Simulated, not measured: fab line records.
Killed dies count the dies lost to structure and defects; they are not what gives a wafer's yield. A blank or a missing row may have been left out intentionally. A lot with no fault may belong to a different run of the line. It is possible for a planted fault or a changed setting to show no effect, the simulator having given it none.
Which of the tools did it? | flow n5 finfet | 11 lots with 33 wafers sampled at 2 steps, on a route of 1938 steps

WHAT THE GAUGES READ, wafer by wafer
N5_BEOL_M15_THK_MEAS_50: measures by xrf.
lot  | measured     | on            | M15_THK (nm)
L402 | day 11 19:03 | film metro-01 | 831 820 865
L403 | day 12 03:47 | film metro-02 | 835 812 811
L405 | day 12 07:49 | film metro-02 | 833 815 852
L406 | day 12 22:33 | film metro-01 | 853 840 859
L408 | day 14 09:09 | film metro-02 | 837 841 841
L409 | day 13 18:19 | film metro-02 | 837 825 834
L411 | day 14 17:02 | film metro-02 | 829 848 833
L414 | day 15 18:35 | film metro-02 | 831 844 854
L417 | day 16 15:01 | film metro-02 | 842 835 848
L419 | day 16 16:26 | film metro-02 | 843 858 833
L425 | day 18 09:46 | film metro-01 | 809 853 812

TOOL THAT RAN EACH LOT (tool first, then ch and the chambers of the sampled wafers, then the start)
lot  | N5_PMOS_HMC_CHANNEL_EPI_STRIP_17
L402 | wet bench-05 ch 0,1,6, day 1 18:40
L403 | wet bench-02 ch 0,1,7, day 1 23:35
L405 | wet bench-05 ch 5,6,7, day 2 11:43
L406 | wet bench-06 ch 2,3,7, day 2 17:53
L408 | wet bench-02 ch 5,6,7, day 3 06:01
L409 | wet bench-05 ch 0,1,4, day 3 11:40
L411 | wet bench-02 ch 0,2,6, day 3 23:46
L414 | wet bench-05 ch 3,5,7, day 4 17:26
L417 | wet bench-02 ch 0,1,3, day 5 11:53
L419 | wet bench-05 ch 0,4,6, day 6 00:41
L425 | wet bench-06 ch 3,4,6, day 7 14:41
- N5_PMOS_HMC_CHANNEL_EPI_STRIP_17: strips in SPM, time 750 s.

THE ANSWER, worked out from the rows above alone
Rule: usual is defined by the lots themselves. The widest of any qualifying gaps counts: lots, ordered by their means at a reading, are off when they make up no more than a third of the lots, leave a main group of 4 or more, and stand apart from it by 3 or more times the standard deviation of that group's means. A main group whose means are all the same, to the digits that the tables above print for the reading, isn't used. A lot without any number at a reading at which 4 lots or more have one is off too. The other lots that the step has rows for count as sound.
No lot is off at any reading shown: from this, nothing can be told.

WHAT THE SIMULATOR HAD PUT IN
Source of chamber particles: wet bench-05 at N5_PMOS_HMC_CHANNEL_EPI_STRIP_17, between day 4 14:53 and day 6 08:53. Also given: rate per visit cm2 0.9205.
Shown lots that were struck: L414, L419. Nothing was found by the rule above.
